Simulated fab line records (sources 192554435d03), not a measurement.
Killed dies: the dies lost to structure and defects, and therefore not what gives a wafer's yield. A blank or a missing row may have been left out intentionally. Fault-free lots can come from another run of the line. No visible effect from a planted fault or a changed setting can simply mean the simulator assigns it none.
Problem report, 8D (eight disciplines) form, completed by code | flow n5Finfet | the parts of the form that need people (team, actions taken, sign-off) are left out

## 1. WHAT IS WRONG
trenchDepthNm at N5_BEOL_M3_OCD_MEAS_38 reads a mean of 48.0 nm on 4 wafers of 3 lots; wafers without a fault read 55.5 nm with a standard deviation of 0.9. Relative to the usual mean, that is a shift of -8.4 standard deviations.
The first sign was on wafer L278.3 at day 10 14:16, on ocd-01. At this step, 26 wafers from 9 lots have a number in the record. Rule for "out", or "out of limits": more than 4 standard deviations from the usual mean. Any other wafer with a number is counted as sound.

## 2. WHAT IT IS; WHAT IT IS NOT
question                    | is                             | is not
which readings at this step | trenchDepthNm                  | -
which lots                  | L278, L280, L281               | L269, L270, L273, L288, L289, L290
which wafers of those lots  | L278.3, L278.4, L280.3, L281.3 | L280.5, L280.6, L281.1, L281.5
read on which gauges        | ocd-01, ocd-02                 | -
when                        | from day 10 14:16              | up to then (9 sound wafers); but 13 sound wafers of L280, L281, L288, L289, L290 came after

## 3. THE SUSPECTS, EACH WITH WHAT RULES IT OUT
Counting: a tool at a process step up to the reading stays a suspect if it ran every lot that is out. Sound lots after the first of them don't rule it out here, since some wafers of a struck lot are sound.
- ruled out: the gauge at N5_BEOL_M3_OCD_MEAS_38. The wafers that are out were read on 2 gauges (ocd-01, ocd-02).
- rieDiel-04 at N5_BEOL_M3_TRENCH_ETCH_37 (etches SiOC in C4F6/O2, target depth 55.555 nm, time 29.2 s): kept. It processed each lot that is out (first: L278, day 10 14:06); up to then, its last sound lot is L273 (day 8 19:21).
After counting, what remains is rieDiel-04 at N5_BEOL_M3_TRENCH_ETCH_37.

## 4. THE CAUSE (what the simulator had put in)
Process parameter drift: rieDiel-04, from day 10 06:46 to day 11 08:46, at N5_BEOL_M3_TRENCH_ETCH_37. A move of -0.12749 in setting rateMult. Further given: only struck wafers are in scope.
This tool alone remained once counting was done.

## 5. THE CHAIN OF EFFECTS, in route order
Rows list readings where the struck wafers' mean (over those with a number) sits beyond 3 standard deviations from the usual. Scope: only readings with a usual standard deviation given in the record; hours: median across lots of the time from each lot's start at the first step in this table that gives one to its start at this step; sigmas: change in usual standard deviations.
hours | step                   | reading       | usual   | on struck wafers | change | sigmas
0     | N5_BEOL_M3_OCD_MEAS_38 | trenchDepthNm | 55.5 nm | 48.0             | -7.5   | -8.4
At these later measuring or inspecting steps, every struck wafer for which the step has a row has a number for every such reading, and none has moved that far: N5_BEOL_M4_RC_MEAS_101.

## 6. HOW IT WOULD HAVE BEEN CAUGHT EARLIER
The first out-of-limits reading at a measuring or inspecting step in this record came at day 10 14:16, 8 hours after the fault's start at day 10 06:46.
No tool reading at N5_BEOL_M3_TRENCH_ETCH_37 that has a usual standard deviation in the record was out on any struck wafer, so an alarm limit of 4 standard deviations on those readings would not have fired.
Of the lots that are out (3), L280, L281 began N5_BEOL_M3_TRENCH_ETCH_37 on rieDiel-04 after day 10 14:16. A hold on the tool at that time would have spared those 2.
